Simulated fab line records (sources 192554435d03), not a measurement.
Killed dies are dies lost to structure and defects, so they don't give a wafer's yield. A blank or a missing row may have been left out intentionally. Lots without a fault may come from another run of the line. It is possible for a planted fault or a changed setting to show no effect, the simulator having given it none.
fab line records + flow n5Finfet
[record]
- lots = 7
- wafers = 19
- lastDay = 18
route steps=1938 shown HKMG_FIN@409 BEOL_M4@1111
lots that met no fault: from a run of the same line without faults
startH: hours from the record's first day to the start of the lot's first wafer shown + waitH: hours elapsed since this lot's preceding step + " unchanged from the row above + L1.1+2: a row that stands for several wafers + - no value present, or no start provided + * or withheld: withheld + < > ~ a bound
route shown NAME@n: a module of which the file shows steps, and the number in the route of the first + usual: mean/standard deviation taken from wafers without a fault + same: alike in all rows + chamber/n: place in a boat + sites: per-site readings + _std_site: their standard deviation + _edge_site: inner sites' mean taken away from outer sites' mean + radiusMm: for every site, how far away it sits from the centre of the wafer + mask NAME#n: copy n + behind: the last tool/chamber to shape the wafer + hold: why the lot was held/for how many hours/how that ended + device: the n, p or np transistor that did not switch + end of line: tests run on the same wafers once the route is complete + for a step that has no rows: nothing shown but its recipe + killed: not the wafer's yield, but the dies lost to structure and defects at the first sort + map: per-die view of a wafer (x killed, . not killed, _ where there is no die)
set.NAME: the setting as run; set.NAME@STEP: as run at that earlier step + model.NAME: the simulator's own value behind a step, which no gauge read
lots seen at some steps along the route; tables by step, rows by wafer
services: a tool's chamber out of use, with start hour (startH, from the record's first day; less than 0 if before it), hours out, and reason
[[steps]]
[step N5_HKMG_FIN_STRIP_60]
[recipe]
- chemistry = N2/H2
- powerW = 2500
- tempC = 300
- h2Frac = 0.65
- timeS = 360
- pressureMtorr = withheld
- n2FlowSccm = 1750
- h2FlowSccm = 3250
[usual]
- drypumpMotorCurrentA = 5.6/0.45
- heaterPowerW = 495/16
- tempC = 300.05/0.19
| lot.wafer | tool           | chamber | startH | waitH | drypumpMotorCurrentA | heaterPowerW | rfHoursCounterH | tempC  |
|-----------|----------------|---------|--------|-------|----------------------|--------------|-----------------|--------|
| L475.1    | plasmaAsher-01 | 0       | 84.52  | 0.0   | 5.0                  | 507          | 36              | 300.13 |
| L475.2    | "              | 1       | "      | "     | 5.8                  | 481          | 36              | 300.22 |
| L475.5    | "              | 1       | "      | "     | 5.8                  | 470          | -               | 300.05 |
| L481.1    | plasmaAsher-02 | 0       | 119.64 | 0.0   | 5.2                  | 495          | 94              | 300.34 |
| L481.5    | "              | 1       | "      | "     | 6.1                  | 506          | -               | 300.11 |
| L481.6    | "              | 0       | "      | "     | 5.3                  | 507          | -               | 300.18 |
| L487.1    | plasmaAsher-02 | 0       | 161.77 | 0.0   | 5.3                  | 514          | 102             | 300.03 |
| L487.4    | "              | 1       | "      | "     | 6.1                  | 516          | -               | 299.84 |
| L487.6    | "              | 0       | "      | "     | 5.3                  | 504          | -               | 300.05 |
| L491.3    | plasmaAsher-01 | 1       | 183.46 | 0.2   | 5.8                  | 469          | -               | 299.77 |
| L491.5    | "              | 0       | "      | "     | 4.9                  | 509          | -               | 300.33 |
| L492.1    | plasmaAsher-02 | 1       | 190.20 | 0.0   | 6.1                  | 500          | 107             | 300.28 |
| L492.4    | "              | 0       | "      | "     | 5.3                  | 518          | -               | 300.42 |
| L493.1    | plasmaAsher-01 | 1       | 198.26 | 0.0   | 5.8                  | 475          | 58              | 300.15 |
| L493.2    | "              | 0       | "      | "     | 5.0                  | 503          | 58              | 300.28 |
| L493.6    | "              | 1       | "      | "     | 5.8                  | 468          | -               | 299.70 |
| L495.2    | plasmaAsher-02 | 1       | 205.96 | 0.0   | 6.1                  | 509          | 110             | 299.99 |
| L495.3    | "              | 1       | "      | "     | 6.1                  | 503          | -               | 299.95 |
| L495.6    | "              | 0       | "      | "     | 5.2                  | 498          | -               | 299.87 |
[step N5_HKMG_FIN_WET_ETCH_77]
[recipe]
- chemistry = dHCl
- mix = 1:10000
- tempC = 25
- target = La2O3
- stopOn = HfO2
- targetDepthNm = 2
[step N5_HKMG_FIN_WET_ETCH_78]
[recipe]
- chemistry = dNH4OH
- mix = 1:50
- tempC = 25
- target = Al2O3
- stopOn = La2O3
- targetDepthNm = 4.5
- dry = ipaMarangoni
- rinseTimeS = 30
- rinseTempC = 23
[step N5_HKMG_FIN_ALD_79]
[recipe]
- material = TiN
- targetThkA = 15
- tempC = 400
- aldPrecursorFamily = TiCl4
- aldCoReactant = NH3
- pulseTimeS = 1
- purgeTimeS = 3
- coReactantPurgeTimeS = 2
- coReactantPulseTimeS = 2
- aldCycles = 68
- pressureTorr = 3
[usual]
- coReactantPulseTimeS = 2/0
- heaterPowerW = 886/110
- precursorPulseHeightRel = 1.003/0.02
| lot.wafer | tool        | chamber | startH | waitH | coReactantPulseTimeS | heaterPowerW | precursorPulseHeightRel |
|-----------|-------------|---------|--------|-------|----------------------|--------------|-------------------------|
| L475.1    | aldMetal-03 | 2       | 85.00  | 0.0   | 2                    | 946          | 1.015                   |
| L475.2    | "           | 0       | "      | "     | 2                    | 759          | 0.986                   |
| L475.5    | "           | 2       | "      | "     | 2                    | 932          | 1.017                   |
| L481.1    | aldMetal-03 | 3       | 120.13 | 0.0   | 2                    | 835          | 1.006                   |
| L481.5    | "           | 3       | "      | "     | 2                    | 832          | 1.019                   |
| L481.6    | "           | 2       | "      | "     | 2                    | 942          | 1.025                   |
| L487.1    | aldMetal-02 | 2       | 162.27 | 0.0   | 2                    | 1081         | 1.032                   |
| L487.4    | "           | 0       | "      | "     | 2                    | 889          | 0.965                   |
| L487.6    | "           | 1       | "      | "     | 2                    | 783          | 1.027                   |
| L491.3    | aldMetal-02 | 0       | 183.83 | 0.0   | 2                    | 912          | 1.002                   |
| L491.5    | "           | 3       | "      | "     | 2                    | 795          | 1.027                   |
| L492.1    | aldMetal-03 | 0       | 190.69 | 0.0   | 2                    | 763          | 0.987                   |
| L492.4    | "           | 1       | "      | "     | 2                    | 1001         | 1.021                   |
| L493.1    | aldMetal-02 | 0       | 198.75 | 0.0   | 2                    | 887          | 0.982                   |
| L493.2    | "           | 2       | "      | "     | 2                    | 1028         | 0.994                   |
| L493.6    | "           | 1       | "      | "     | 2                    | 808          | 0.983                   |
| L495.2    | aldMetal-02 | 2       | 206.44 | 0.0   | 2                    | 1081         | 1.000                   |
| L495.3    | "           | 1       | "      | "     | 2                    | 804          | 0.980                   |
| L495.6    | "           | 3       | "      | "     | 2                    | 781          | 1.032                   |
[step N5_HKMG_FIN_CVD_62]
[recipe]
- material = a-Si
- targetThkA = 30
- tempC = 500
- precursor = Si2H6
- pressureTorr = 1
- timeS = 20.8
[usual]
- heaterPowerW = 1471/150
| lot.wafer | tool            | chamber | startH | waitH | heaterPowerW |
|-----------|-----------------|---------|--------|-------|--------------|
| L475.1    | thermalCvdSi-01 | 1       | 85.37  | 0.2   | 1262         |
| L475.2    | "               | 2       | "      | "     | 1520         |
| L475.5    | "               | 1       | "      | "     | 1245         |
| L481.1    | thermalCvdSi-02 | 1       | 120.49 | 0.2   | 1413         |
| L481.5    | "               | 1       | "      | "     | 1381         |
| L481.6    | "               | 2       | "      | "     | 1407         |
| L487.1    | thermalCvdSi-01 | 2       | 162.63 | 0.2   | 1502         |
| L487.4    | "               | 0       | "      | "     | 1706         |
| L487.6    | "               | 1       | "      | "     | 1289         |
| L491.3    | thermalCvdSi-01 | 2       | 184.19 | 0.2   | 1529         |
| L491.5    | "               | 1       | "      | "     | 1295         |
| L492.1    | thermalCvdSi-02 | 1       | 191.05 | 0.2   | 1437         |
| L492.4    | "               | 2       | "      | "     | 1365         |
| L493.1    | thermalCvdSi-01 | 0       | 199.11 | 0.2   | 1725         |
| L493.2    | "               | 2       | "      | "     | 1496         |
| L493.6    | "               | 2       | "      | "     | 1563         |
| L495.2    | thermalCvdSi-01 | 1       | 206.81 | 0.2   | 1308         |
| L495.3    | "               | 2       | "      | "     | 1495         |
| L495.6    | "               | 2       | "      | "     | 1499         |
[step N5_HKMG_FIN_RTA_80]
[recipe]
- tempC = withheld
- timeS = 2
- ambient = N2
- idleTempC = 600
- rampUpCPerS = 150
- rampDownCPerS = 60
- coolToC = 600
[step N5_HKMG_FIN_PRECLEAN_64]
[recipe]
- chemistry = dHF
- timeS = 30
- tempC = 25
- dilution = withheld
[step N5_HKMG_FIN_WET_ETCH_65]
[recipe]
- chemistry = TMAH
- tempC = 70
- concWtPct = 5
- target = a-Si
- stopOn = TiN
- timeS = 49
- targetDepthNm = 3
[step N5_HKMG_FIN_WET_ETCH_81]
[recipe]
- chemistry = SC1
- target = TiN
- stopOn = HfO2
- mix = 1:1:5
- tempC = 60
- timeS = 57
- targetDepthNm = 6
[step N5_HKMG_FIN_WET_ETCH_82]
[recipe]
- chemistry = dHCl
- mix = 1:10000
- tempC = 25
- target = La2O3
- stopOn = HfO2
- targetDepthNm = 2
- dry = ipaMarangoni
- rinseTimeS = 30
- rinseTempC = 23
[step N5_HKMG_FIN_ALD_36]
[recipe]
- material = TiN
- targetThkA = 10
- tempC = 400
- aldPrecursorFamily = TiCl4
- aldCoReactant = NH3
- pulseTimeS = 1
- purgeTimeS = 3
- coReactantPurgeTimeS = 2
- coReactantPulseTimeS = 2
- aldCycles = 47
- pressureTorr = 3
[usual]
- coReactantPulseTimeS = 2/0
- heaterPowerW = 872/110
- precursorPulseHeightRel = 1.002/0.021
| lot.wafer | tool        | chamber | startH | waitH | coReactantPulseTimeS | heaterPowerW | precursorPulseHeightRel |
|-----------|-------------|---------|--------|-------|----------------------|--------------|-------------------------|
| L475.1    | aldMetal-03 | 0       | 85.76  | 0.0   | 2                    | 781          | 0.995                   |
| L475.2    | "           | 1       | "      | "     | 2                    | 981          | 1.003                   |
| L475.5    | "           | 2       | "      | "     | 2                    | 933          | 1.006                   |
| L481.1    | aldMetal-04 | 0       | 120.89 | 0.0   | 2                    | 922          | 0.983                   |
| L481.5    | "           | 2       | "      | "     | 2                    | 712          | 1.010                   |
| L481.6    | "           | 1       | "      | "     | 2                    | 921          | 1.025                   |
| L487.1    | aldMetal-03 | 1       | 163.04 | 0.0   | 2                    | 1011         | 1.004                   |
| L487.4    | "           | 2       | "      | "     | 2                    | 941          | 1.005                   |
| L487.6    | "           | 0       | "      | "     | 2                    | 774          | 0.993                   |
| L491.3    | aldMetal-03 | 2       | 184.59 | 0.0   | 2                    | 929          | 0.989                   |
| L491.5    | "           | 1       | "      | "     | 2                    | 980          | 0.982                   |
| L492.1    | aldMetal-04 | 0       | 191.44 | 0.0   | 2                    | 933          | 0.946                   |
| L492.4    | "           | 2       | "      | "     | 2                    | 701          | 0.994                   |
| L493.1    | aldMetal-03 | 3       | 199.52 | 0.0   | 2                    | 838          | 1.007                   |
| L493.2    | "           | 2       | "      | "     | 2                    | 930          | 0.996                   |
| L493.6    | "           | 1       | "      | "     | 2                    | 1003         | 1.019                   |
| L495.2    | aldMetal-04 | 3       | 207.20 | 0.0   | 2                    | 738          | 1.013                   |
| L495.3    | "           | 2       | "      | "     | 2                    | 708          | 1.019                   |
| L495.6    | "           | 1       | "      | "     | 2                    | 922          | 1.013                   |
[step N5_HKMG_FIN_THK_MEAS_70]
[recipe]
- thkMeasGauge = xrf
- reads = HfO2_of_HKMG_FIN_HK_ALD_01
[usual]
- HK_THK = 1.624/0.018
| lot.wafer | tool         | chamber | startH | waitH | HK_THK[nm] |
|-----------|--------------|---------|--------|-------|------------|
| L475.1    | filmMetro-01 | -       | 86.04  | 0.2   | 1.625      |
| L475.2    | "            | -       | "      | "     | 1.632      |
| L475.5    | "            | -       | "      | "     | 1.610      |
| L481.1    | filmMetro-02 | -       | 121.17 | 0.2   | 1.605      |
| L481.5    | "            | -       | "      | "     | 1.622      |
| L481.6    | "            | -       | "      | "     | 1.563      |
| L487.1    | filmMetro-01 | -       | 163.32 | 0.2   | 1.635      |
| L487.4    | "            | -       | "      | "     | 1.623      |
| L487.6    | "            | -       | "      | "     | 1.622      |
| L491.3    | filmMetro-02 | -       | 184.87 | 0.2   | 1.646      |
| L491.5    | "            | -       | "      | "     | 1.621      |
| L492.1    | filmMetro-02 | -       | 191.72 | 0.2   | 1.619      |
| L492.4    | "            | -       | "      | "     | 1.646      |
| L493.1    | filmMetro-02 | -       | 199.80 | 0.2   | 1.628      |
| L493.2    | "            | -       | "      | "     | 1.637      |
| L493.6    | "            | -       | "      | "     | 1.634      |
| L495.2    | filmMetro-01 | -       | 207.48 | 0.2   | 1.617      |
| L495.3    | "            | -       | "      | "     | 1.651      |
| L495.6    | "            | -       | "      | "     | 1.637      |
[step N5_HKMG_FIN_PWFM_ALD_03]
[recipe]
- material = TiN
- targetThkA = 20
- tempC = 400
- aldPrecursorFamily = TiCl4
- aldCoReactant = NH3
- pulseTimeS = 1
- purgeTimeS = 3
- coReactantPurgeTimeS = 2
- coReactantPulseTimeS = 2
- aldCycles = 91
- pressureTorr = 3
[usual]
- coReactantPulseTimeS = 2/0
- heaterPowerW = 875/110
- precursorPulseHeightRel = 0.998/0.02
| lot.wafer | tool        | chamber | startH | waitH | coReactantPulseTimeS | heaterPowerW | precursorPulseHeightRel |
|-----------|-------------|---------|--------|-------|----------------------|--------------|-------------------------|
| L475.1    | aldMetal-02 | 1       | 86.08  | 0.0   | 2                    | 792          | 0.984                   |
| L475.2    | "           | 0       | "      | "     | 2                    | 867          | 1.009                   |
| L475.5    | "           | 0       | "      | "     | 2                    | 894          | 0.998                   |
| L481.1    | aldMetal-03 | 0       | 121.21 | 0.0   | 2                    | 772          | 0.986                   |
| L481.5    | "           | 3       | "      | "     | 2                    | 850          | 1.018                   |
| L481.6    | "           | 2       | "      | "     | 2                    | 929          | 0.997                   |
| L487.1    | aldMetal-02 | 3       | 163.36 | 0.0   | 2                    | 785          | 1.020                   |
| L487.4    | "           | 1       | "      | "     | 2.349                | 798          | 1.021                   |
| L487.6    | "           | 3       | "      | "     | 2                    | 805          | 1.015                   |
| L491.3    | aldMetal-02 | 1       | 184.91 | 0.0   | 2                    | 774          | 1.012                   |
| L491.5    | "           | 3       | "      | "     | 2.349                | 806          | 0.985                   |
| L492.1    | aldMetal-02 | 2       | 191.76 | 0.0   | 2                    | 1063         | 1.032                   |
| L492.4    | "           | 1       | "      | "     | 2.349                | 794          | 1.015                   |
| L493.1    | aldMetal-04 | 1       | 199.83 | 0.0   | 2                    | 948          | 1.016                   |
| L493.2    | "           | 0       | "      | "     | 2                    | 924          | 1.012                   |
| L493.6    | "           | 0       | "      | "     | 2                    | 916          | 0.981                   |
| L495.2    | aldMetal-03 | 3       | 207.52 | 0.0   | 2                    | 840          | 1.008                   |
| L495.3    | "           | 0       | "      | "     | 2                    | 756          | 0.970                   |
| L495.6    | "           | 3       | "      | "     | 2                    | 840          | 0.980                   |
[step N5_HKMG_FIN_COAT_29]
[recipe]
- resist = SOC
- tempC = 250
- timeS = 60
- spinRpm = 1500
- resistThkNm = 300
[step N5_BEOL_M4_RC_MEAS_101]
[usual]
- DIBL_N = 36.3/1.9
- DIBL_P = 36.0/2.1
- IOFF_N = 0.16/0.031
- IOFF_P = 0.21/0.035
- ION_N = 675/14
- ION_P = 464/8.5
- SS_N = 71.5/0.6
- SS_P = 73.3/0.72
- VT_N = 250/3.2
- VT_P = -250/3.1
| lot.wafer | tool      | chamber | startH | waitH | DIBL_N[mV/V] | DIBL_P[mV/V] | IOFF_N[nA/um] | IOFF_P[nA/um] | ION_N[uA/um] | ION_P[uA/um] | SS_N[mV/dec] | SS_P[mV/dec] | VT_N[mV] | VT_P[mV] |
|-----------|-----------|---------|--------|-------|--------------|--------------|---------------|---------------|--------------|--------------|--------------|--------------|----------|----------|
| L475.1    | prober-01 | 0       | 173.88 | 0.0   | 33.3         | 32.1         | 0.11          | 0.15          | 658          | 456          | 70.6         | 72.4         | 255      | -256     |
| L475.2    | "         | 0       | "      | "     | 34.7         | 33.8         | 0.13          | 0.16          | 672          | 460          | 70.7         | 72.0         | 253      | -255     |
| L475.5    | "         | 0       | "      | "     | 35.3         | 33.9         | 0.13          | 0.16          | 662          | 446          | 71.4         | 73.6         | 255      | -256     |
| L481.1    | prober-01 | 0       | 202.07 | 0.0   | 35.2         | 33.3         | 0.12          | 0.19          | 659          | 456          | 70.8         | 72.1         | 254      | -252     |
| L481.5    | "         | 0       | "      | "     | 32.8         | 31.5         | 0.10          | 0.16          | 649          | 459          | 70.4         | 72.3         | 258      | -250     |
| L481.6    | "         | 0       | "      | "     | 33.5         | 32.0         | 0.10          | 0.17          | 651          | 460          | 71.2         | 72.0         | 256      | -251     |
| L487.1    | prober-01 | 0       | 285.09 | 0.0   | 35.8         | 33.6         | 0.14          | 0.18          | 661          | 454          | 71.6         | 72.2         | 252      | -251     |
| L487.4    | "         | 0       | "      | "     | 36.8         | 35.1         | 0.16          | 0.21          | 680          | 473          | 71.9         | 73.1         | 249      | -248     |
| L487.6    | "         | 0       | "      | "     | 35.7         | 33.7         | 0.14          | 0.19          | 679          | 475          | 72.4         | 72.7         | 250      | -251     |
| L493.1    | prober-01 | 0       | 289.37 | 0.0   | 38.2         | 40.3         | 0.19          | 0.22          | 681          | 458          | 71.8         | 74.0         | 248      | -253     |
| L493.2    | "         | 0       | "      | "     | 36.4         | 38.6         | 0.17          | 0.20          | 702          | 473          | 72.0         | 73.6         | 248      | -253     |
| L493.6    | "         | 0       | "      | "     | 36.3         | 37.3         | 0.16          | 0.18          | 688          | 464          | 71.4         | 73.4         | 247      | -255     |
| L491.3    | prober-02 | 0       | 307.86 | 0.3   | 37.7         | 36.8         | 0.16          | 0.23          | 670          | 464          | 71.4         | 73.8         | 247      | -245     |
| L491.5    | "         | 0       | "      | "     | 37.7         | 36.6         | 0.16          | 0.22          | 670          | 460          | 71.6         | 73.1         | 249      | -249     |
| L492.1    | prober-01 | 0       | 320.86 | 0.0   | 35.8         | 37.3         | 0.17          | 0.23          | 676          | 462          | 71.7         | 73.7         | 249      | -248     |
| L492.4    | "         | 0       | "      | "     | 35.9         | 37.6         | 0.17          | 0.24          | 662          | 460          | 71.7         | 74.1         | 251      | -249     |
| L495.2    | prober-02 | 0       | 324.74 | 0.2   | 35.5         | 35.9         | 0.15          | 0.22          | 698          | 483          | 71.4         | 73.2         | 249      | -250     |
| L495.3    | "         | 0       | "      | "     | 33.4         | 33.9         | 0.11          | 0.20          | 652          | 462          | 71.5         | 71.7         | 255      | -248     |
| L495.6    | "         | 0       | "      | "     | 34.1         | 34.3         | 0.13          | 0.20          | 683          | 478          | 72.3         | 72.5         | 253      | -250     |
[[services]]
| tool           | chamber | startH | hours | kind   |
|----------------|---------|--------|-------|--------|
| aldMetal-02    | -       | 65.37  | 0.5   | repair |
| aldMetal-02    | -       | 68.61  | 14.6  | pm     |
| aldMetal-03    | 3       | 79.87  | 6.0   | repair |
| aldMetal-04    | 2       | 87.83  | 31.6  | repair |
| plasmaAsher-01 | -       | 121.47 | 0.7   | repair |
| plasmaAsher-01 | -       | 129.22 | 2.8   | pm     |
| aldMetal-04    | 2       | 159.14 | 6.5   | repair |
| aldMetal-03    | -       | 161.14 | 1.1   | repair |
| aldMetal-04    | 2       | 176.51 | 6.2   | repair |
| aldMetal-02    | 0       | 184.41 | 9.5   | repair |
[[key]]
[firstSign]
- step = N5_HKMG_FIN_PWFM_ALD_03
- reading = coReactantPulseTimeS
- direction = up
- sigmas = 99+
- usual = *
- struck = *
effect none on later readings
metAt N5_HKMG_FIN_PWFM_ALD_03
struckWafers L487.4,L491.5,L492.4
onsetBetween 86.08 163.36
[fault]
- kind = processParameterDrift
- tool = aldMetal-02
- chamber = -
- onsetH = 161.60
- steps = N5_HKMG_FIN_PWFM_ALD_03
- channel = coReactantPulseTimeS
- offset = *
- shape = step
- endH = 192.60
- scope = struckWafersOnly
- actsIn = *
- stated = *
